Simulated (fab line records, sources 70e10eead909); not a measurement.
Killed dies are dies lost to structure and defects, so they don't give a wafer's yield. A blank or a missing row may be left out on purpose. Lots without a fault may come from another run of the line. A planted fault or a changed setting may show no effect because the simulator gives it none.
Chamber matching | flow nand_harc | NHARC_P_M0_PRE_CLEAN_31 on pecvd-04: 3 sister chambers
The step time 12 s. 16 wafers are shown with their chamber, then 8 later ones without.

WAFERS WITH THEIR CHAMBER
wafer  | chamber | heater_power_w (W)
L075.3 | 1       | 671
L075.5 | 0       | 751
L075.6 | 2       | 729
L078.2 | 0       | 632
L078.5 | 2       | 733
L078.6 | 0       | 658
L080.1 | 1       | 719
L080.2 | 0       | 660
L080.3 | 2       | 715
L081.3 | 2       | 693
L081.4 | 0       | 723
L081.6 | 2       | 689
L095.2 | 2       | 647
L095.4 | 0       | 755
L095.6 | 1       | 594
L096.2 | 2       | 595

SIGNATURES (means of the wafers above)
reading        | chamber 0 | chamber 1 | chamber 2 | scatter within a chamber
heater_power_w | 696.50    | 661.33    | 685.86    | 53.2
Rule: a wafer's distance from a chamber is the root of the sum, over the readings, of the square of ((its reading less the chamber's mean) divided by the reading's scatter). The wafer belongs to the nearest chamber; if the next one is less than 2 further off, it can't be placed. The scatter: the root of (the sum of the squares of (reading less its chamber's mean) over the shown wafers, divided by (wafers less chambers)).

WAFERS WITHOUT THEIR CHAMBER
wafer  | heater_power_w (W)
L096.3 | 578
L096.5 | 587
L097.1 | 684
L097.2 | 710
L097.6 | 721
L097.3 | 644
L097.4 | 644
L097.5 | 679

WHICH CHAMBER EACH WENT THROUGH
wafer  | from the rows above          | in truth
L096.3 | can't be placed: 1 or 2 or 0 | 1
L096.5 | can't be placed: 1 or 2 or 0 | 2
L097.1 | can't be placed: 2 or 0 or 1 | 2
L097.2 | can't be placed: 0 or 2 or 1 | 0
L097.6 | can't be placed: 0 or 2 or 1 | 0
L097.3 | can't be placed: 1 or 2 or 0 | 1
L097.4 | can't be placed: 1 or 2 or 0 | 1
L097.5 | can't be placed: 2 or 0 or 1 | 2
Placed correctly: 0 of 8. Can't be placed from these rows: 8 (the true chamber is among the candidates in 8). Placed wrongly: 0.
